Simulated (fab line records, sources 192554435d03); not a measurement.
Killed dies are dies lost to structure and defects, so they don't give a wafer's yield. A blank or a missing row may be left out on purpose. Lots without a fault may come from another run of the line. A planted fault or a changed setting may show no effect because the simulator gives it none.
Which tool did it? | flow n5_finfet | 10 lots, 30 wafers sampled, at 5 steps of a route of 1938

WHAT THE GAUGES READ, wafer by wafer
N5_BEOL_M4_RC_MEAS_101. Usual: DIBL_N 36.6 mV/V, standard deviation 1.1; DIBL_P 36.8 mV/V, standard deviation 1.6; IOFF_N 0.169 nA/um, standard deviation 0.024; IOFF_P 0.206 nA/um, standard deviation 0.028; ION_N 679 uA/um, standard deviation 9.2; ION_P 462 uA/um, standard deviation 7; SS_N 71.6 mV/dec, standard deviation 0.57; SS_P 73.3 mV/dec, standard deviation 0.57; VT_N 248.8 mV, standard deviation 2.4; VT_P -251 mV, standard deviation 3.
lot  | measured     | on        | DIBL_N (mV/V)  | DIBL_P (mV/V)  | IOFF_N (nA/um)    | IOFF_P (nA/um)    | ION_N (uA/um) | ION_P (uA/um) | SS_N (mV/dec)  | SS_P (mV/dec)  | VT_N (mV)         | VT_P (mV)      | flag
L501 | day 9 01:16  | prober-02 | 36.5 36.5 34.9 | 36.2 36.3 33.7 | 0.161 0.161 0.131 | 0.177 0.175 0.148 | 674 688 659   | 462 460 453   | 70.6 71.0 70.3 | 73.1 73.1 72.7 | 248.3 249.3 254.6 | -256 -255 -258 |
L503 | day 9 04:16  | prober-02 | 38.0 35.2 36.1 | 36.6 33.2 34.4 | 0.222 0.158 0.171 | 0.228 0.176 0.189 | 689 684 677   | 460 460 462   | 72.8 71.6 71.7 | 73.8 72.5 73.7 | 244.6 246.5 247.0 | -247 -251 -251 |
L504 | day 10 08:19 | prober-01 | 35.8 36.5 36.6 | 35.8 37.8 37.3 | 0.138 0.158 0.155 | 0.190 0.219 0.197 | 671 678 674   | 462 464 463   | 71.0 70.8 70.9 | 73.5 73.9 72.4 | 252.2 248.2 248.5 | -252 -252 -253 |
L508 | day 10 13:47 | prober-01 | 35.9 34.6 35.4 | 35.2 34.0 35.5 | 0.157 0.146 0.165 | 0.194 0.183 0.200 | 667 668 667   | 455 458 457   | 71.5 71.5 72.4 | 74.3 73.1 73.9 | 252.4 249.2 248.4 | -250 -252 -252 |
L507 | day 10 17:35 | prober-01 | 37.4 38.6 37.8 | 38.7 38.5 38.2 | 0.190 0.212 0.190 | 0.251 0.245 0.239 | 677 680 691   | 464 461 466   | 71.4 72.2 71.9 | 73.9 74.0 74.2 | 244.4 247.3 246.7 | -251 -246 -249 |
L511 | day 11 23:53 | prober-02 | 36.7 35.2 35.6 | 37.1 36.1 36.8 | 0.184 0.150 0.160 | 0.210 0.196 0.209 | 691 685 678   | 466 469 465   | 71.4 71.6 71.7 | 72.8 72.7 73.3 | 246.9 250.8 249.5 | -250 -252 -250 |
L512 | day 12 00:11 | prober-01 | 36.8 38.2 36.5 | 36.2 37.8 35.4 | 0.164 0.193 0.152 | 0.212 0.240 0.204 | 688 694 671   | 469 473 458   | 71.3 71.7 71.6 | 73.0 74.0 73.1 | 247.4 246.7 248.8 | -251 -249 -250 |
L513 | day 12 01:35 | prober-02 | 37.6 38.2 37.5 | 37.7 38.5 37.5 | 0.163 0.178 0.157 | 0.228 0.236 0.213 | 664 679 682   | 462 469 466   | 72.5 71.9 71.6 | 73.2 73.2 73.4 | 249.0 251.6 249.4 | -248 -249 -248 |
L517 | day 13 11:26 | prober-01 | 35.0 34.8 35.8 | 33.5 33.7 34.4 | 0.128 0.135 0.142 | 0.166 0.166 0.176 | 667 665 667   | 454 456 458   | 70.8 71.5 71.3 | 72.3 72.3 73.0 | 254.6 251.3 251.5 | -254 -255 -253 |
L524 | day 15 13:02 | prober-02 | 35.9 36.3 37.0 | 36.9 37.3 38.6 | 0.140 0.143 0.157 | 0.171 0.179 0.190 | 673 675 675   | 455 460 461   | 70.7 71.4 71.6 | 72.8 72.9 72.7 | 255.4 252.2 250.8 | -252 -253 -252 |

WHICH TOOL RAN EACH LOT (tool, then ch and the chambers of the sampled wafers, then the start)
lot  | N5_BEOL_M1_SPUTTER_86        | N5_BEOL_M1_ANNEAL_87         | N5_BEOL_M1_ANNEAL_89         | N5_BEOL_M1_CO_CAP_55
L501 | pvd_sputter-02, day 6 11:19  | pvd_sputter-02, day 6 11:24  | pvd_sputter-02, day 6 11:37  | cvd_co-01 ch 0,2, day 6 13:18
L503 | pvd_sputter-02, day 6 22:50  | pvd_sputter-02, day 6 22:55  | pvd_sputter-02, day 6 23:08  | cvd_co-02 ch 0,1,2, day 7 00:49
L504 | pvd_sputter-03, day 7 03:33  | pvd_sputter-03, day 7 03:38  | pvd_sputter-03, day 7 03:51  | cvd_co-02 ch 0,1,2, day 7 05:40
L508 | pvd_sputter-03, day 8 15:00  | pvd_sputter-03, day 8 15:05  | pvd_sputter-03, day 8 15:18  | cvd_co-02 ch 1,2, day 8 17:10
L507 | pvd_sputter-02, day 8 15:30  | pvd_sputter-02, day 8 15:35  | pvd_sputter-02, day 8 15:48  | cvd_co-01 ch 0,1,2, day 8 17:46
L511 | pvd_sputter-03, day 8 23:16  | pvd_sputter-03, day 8 23:21  | pvd_sputter-03, day 8 23:34  | cvd_co-02 ch 0,1,2, day 9 01:14
L512 | pvd_sputter-03, day 9 15:14  | pvd_sputter-03, day 9 15:19  | pvd_sputter-03, day 9 15:32  | cvd_co-01 ch 0,2, day 9 17:12
L513 | pvd_sputter-01, day 9 16:18  | pvd_sputter-01, day 9 16:23  | pvd_sputter-01, day 9 16:36  | cvd_co-02 ch 0,2, day 9 18:16
L517 | pvd_sputter-02, day 10 19:14 | pvd_sputter-02, day 10 19:19 | pvd_sputter-02, day 10 19:32 | cvd_co-02 ch 0,1, day 10 21:11
L524 | pvd_sputter-01, day 13 04:55 | pvd_sputter-01, day 13 04:59 | pvd_sputter-01, day 13 05:13 | cvd_co-02 ch 0,1,2, day 13 06:53
- N5_BEOL_M1_SPUTTER_86: material Cu, target thk 4.5 nm, time 8.29 s.
- N5_BEOL_M1_ANNEAL_87: time 240 s.
- N5_BEOL_M1_ANNEAL_89: time 240 s.
- N5_BEOL_M1_CO_CAP_55: material Co, precursor CCTBA/H2, target thk 2 nm, time 102.1 s.

WHAT THE TOOLS THEMSELVES READ (means of the sampled wafers that have a number; where no wafer has one, the mark that the record gives instead)
N5_BEOL_M1_SPUTTER_86. Usual: throttle_valve_pct 30.5 %, standard deviation 0.65.
lot  | tool           | throttle_valve_pct (%) | flag
L501 | pvd_sputter-02 | 30.3                   |
L503 | pvd_sputter-02 | 30.2                   |
L504 | pvd_sputter-03 | 29.9                   |
L508 | pvd_sputter-03 | 30.3                   |
L507 | pvd_sputter-02 | 30.1                   |
L511 | pvd_sputter-03 | 30.3                   |
L512 | pvd_sputter-03 | 29.7                   |
L513 | pvd_sputter-01 | 30.5                   |
L517 | pvd_sputter-02 | 30.0                   |
L524 | pvd_sputter-01 | 31.5                   |

N5_BEOL_M1_ANNEAL_87. Usual: heater_power_w 822 W, standard deviation 52.
lot  | tool           | heater_power_w (W) | flag
L501 | pvd_sputter-02 | 854                |
L503 | pvd_sputter-02 | 841                |
L504 | pvd_sputter-03 | 831                |
L508 | pvd_sputter-03 | 825                |
L507 | pvd_sputter-02 | 891                |
L511 | pvd_sputter-03 | 786                |
L512 | pvd_sputter-03 | 801                |
L513 | pvd_sputter-01 | 839                |
L517 | pvd_sputter-02 | 888                |
L524 | pvd_sputter-01 | 751                |

N5_BEOL_M1_ANNEAL_89. Usual: heater_power_w 824 W, standard deviation 51.
lot  | tool           | heater_power_w (W) | flag
L501 | pvd_sputter-02 | 840                |
L503 | pvd_sputter-02 | 844                |
L504 | pvd_sputter-03 | 820                |
L508 | pvd_sputter-03 | 821                |
L507 | pvd_sputter-02 | 889                |
L511 | pvd_sputter-03 | 770                |
L512 | pvd_sputter-03 | 805                |
L513 | pvd_sputter-01 | 849                |
L517 | pvd_sputter-02 | 895                |
L524 | pvd_sputter-01 | 772                |

N5_BEOL_M1_CO_CAP_55. Usual: heater_power_outer_w 117 W, standard deviation 15; heater_power_w 227 W, standard deviation 28; run_length_s 124.8 s, standard deviation 0.42.
lot  | tool      | heater_power_outer_w (W) | heater_power_w (W) | run_length_s (s) | flag
L501 | cvd_co-01 | 117                      | 225                | 125.3            |
L503 | cvd_co-02 | 116                      | 225                | 124.7            |
L504 | cvd_co-02 | 118                      | 227                | 124.6            |
L508 | cvd_co-02 | 105                      | 209                | 124.4            |
L507 | cvd_co-01 | 117                      | 223                | 124.9            |
L511 | cvd_co-02 | 115                      | 227                | 124.8            |
L512 | cvd_co-01 | 120                      | 233                | 125.3            |
L513 | cvd_co-02 | 112                      | 220                | 91.8             | OFF
L517 | cvd_co-02 | 118                      | 233                | 108.6            | OFF
L524 | cvd_co-02 | 117                      | 233                | 124.6            |

THE ANSWER, worked out from the rows above alone
Rule: a lot is off if the mean of its wafers that have a number lies more than 3 standard deviations from the usual mean. A lot without any number at a reading at which 4 lots or more have one is off too. The other lots that the step has rows for count as sound. The gauges are gone through in route order, then the tools' own readings, and for those a lot's mean is taken as printed above. The first step at which some lot is off is used, and at that step the reading that is off furthest; a lot without a number counts as furthest.
Off: L513, L517, at N5_BEOL_M1_CO_CAP_55 (run_length_s).
A tool fits if, at that step or a process step before it, it ran every lot that is off, and no sound lot after the first of them. None of those tried fits.

WHAT THE SIMULATOR HAD PUT IN
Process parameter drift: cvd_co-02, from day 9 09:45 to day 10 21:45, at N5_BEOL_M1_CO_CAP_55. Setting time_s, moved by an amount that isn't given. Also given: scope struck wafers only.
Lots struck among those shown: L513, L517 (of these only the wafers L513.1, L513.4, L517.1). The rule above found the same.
